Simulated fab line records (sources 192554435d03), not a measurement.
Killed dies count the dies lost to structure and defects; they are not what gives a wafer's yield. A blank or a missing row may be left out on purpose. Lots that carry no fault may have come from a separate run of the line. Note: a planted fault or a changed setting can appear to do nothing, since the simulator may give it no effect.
Lot-split experiment -- flow n5 finfet -- 7 lots, 39 wafers read, on a route of 1938 steps

## ABOUT THE SPLIT
At N5_MOL_CONTACT_COAG_ETCH_110 (etches Si in CF4/O2, target depth 2.5 nm, time 8 s), the setting bias w was moved away from the recipe's 12 W on 15 of the 39 wafers read, by -17.9% to +15.7%. This setting was run at the recipe's value on the other wafers.

Reading taken at the split's own step.

## THE READING
rf vpp V, in V, at N5_MOL_CONTACT_COAG_ETCH_110 (etches Si in CF4/O2, target depth 2.5 nm, time 8 s). Typical for fault-free wafers on this fab line: 127.3 V, with standard deviation 1.8 V.

wafer,"tool, chamber at the split","bias w as run, W",against the recipe,"rf vpp V, V",against lot-mates on the recipe
L078.1,"rie diel-03, 0",12,recipe,124.9,-
L078.2,"rie diel-03, 3",12.87,+7.3%,136.1,+11.2
L078.3,"rie diel-03, 1",12,recipe,123.9,-
L078.4,"rie diel-03, 2",12.87,+7.3%,132.7,+7.8
L078.5,"rie diel-03, 3",12.87,+7.3%,134.7,+9.8
L078.6,"rie diel-03, 0",12,recipe,125.9,-
L080.1,"rie diel-02, 3",10.03,-16.4%,109.1,-19.8
L080.2,"rie diel-02, 2",12,recipe,127.2,-
L080.3,"rie diel-02, 0",10.03,-16.4%,111.1,-17.8
L080.4,"rie diel-02, 1",12,recipe,129.9,-
L080.5,"rie diel-02, 0",10.03,-16.4%,110.2,-18.7
L080.6,"rie diel-02, 1",12,recipe,129.6,-
L085.1,"rie diel-01, 1",12,recipe,128.2,-
L085.2,"rie diel-01, 2",13.89,+15.7%,144.1,+14.7
L085.3,"rie diel-01, 3",12,recipe,131.4,-
L085.4,"rie diel-01, 0",12,recipe,128.6,-
L085.5,"rie diel-01, 1",13.89,+15.7%,145.1,+15.7
L085.6,"rie diel-01, 0",13.89,+15.7%,143.2,+13.8
L088.1,"rie diel-02, 0",12,recipe,128.9,-
L088.2,"rie diel-02, 3",12,recipe,127.3,-
L088.3,"rie diel-02, 2",12,recipe,127.3,-
L088.4,"rie diel-02, 0",12,recipe,131.4,-
L088.5,"rie diel-02, 3",12,recipe,127.3,-
L088.6,"rie diel-02, 2",12,recipe,126.2,-
L090.1,"rie diel-01, 3",12,recipe,131.1,-
L090.2,"rie diel-01, 2",13.59,+13.3%,142.7,+13.8
L090.3,"rie diel-01, 1",13.59,+13.3%,141.1,+12.2
L090.4,"rie diel-01, 1",12,recipe,127.1,-
L090.5,"rie diel-01, 3",12,recipe,128.5,-
L090.6,"rie diel-01, 2",13.59,+13.3%,141.7,+12.8
L093.1,"rie diel-02, 2",12,recipe,126.4,-
L093.2,"rie diel-02, 0",12,recipe,127.8,-
L093.4,"rie diel-02, 3",12,recipe,127.0,-
L096.1,"rie diel-03, 1",9.857,-17.9%,107.9,-18.0
L096.2,"rie diel-03, 2",9.857,-17.9%,107.7,-18.2
L096.3,"rie diel-03, 0",9.857,-17.9%,107.6,-18.3
L096.4,"rie diel-03, 2",12,recipe,125.0,-
L096.5,"rie diel-03, 0",12,recipe,127.0,-
L096.6,"rie diel-03, 1",12,recipe,125.7,-

THE FIT
A straight line over all 39 wafers: rf vpp V changes by +1.07 V for each +1% of bias w; r = +0.99; the points scatter about the line by 1.7 V.
The same after taking each lot's own level away (the mean of its wafers on the recipe; 39 wafers): +1.04 V for each +1%; r = +0.99; scatter 1.5 V.
That fit puts the effect of the largest move of bias w on the reading at 19 V.
Across the lots, their own levels run from 124.90 to 129.40 V, a range of 2.5 times the standard deviation given above.
So the lot-to-lot level changes the slope little: the two slopes agree.
Check: with one of the wafers moved furthest among these (-17.9%) left out of the fit, the line predicts -18.8 V for it against its lot-mates. It came out at -18 V against them.
Tool readings at the split's step, against how far the setting was moved: rf vpp V r = +0.99.

## OTHER SPLITS APPLIED TO THESE WAFERS
Note: prior to the reading, these wafers also went through further splits. Each is held against what the fit with the lots' levels taken away leaves over:
other split on the same wafers,wafers away from the commonest value,r with rf vpp V (lot level and that fit taken away)
N5_SD_EPI_N_EPI_21 temp c,12,-0.18
N5_HKMG_FIN_ETCH_58 source w,12,+0.17

## THE WHOLE CHAIN: every reading that the file lists as answering this split, in the file's order
step,what it does,reading,change (the file's fit),r (the file's)
N5_MOL_CONTACT_COAG_ETCH_110,"etches Si in CF4/O2, target depth 2.5 nm, time 8 s",rf vpp V,+1.04 V for each +1% of the setting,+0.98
N5_MOL_CONTACT_COAG_ETCH_110,"etches Si in CF4/O2, target depth 2.5 nm, time 8 s","etch.depth nm (the simulator's own value, which no gauge read)",+0.0102 nm for each +1% of the setting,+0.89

## THE FILE'S OWN FIT
rf vpp V changes by +1.04 V for each +1% of bias w, r = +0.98.
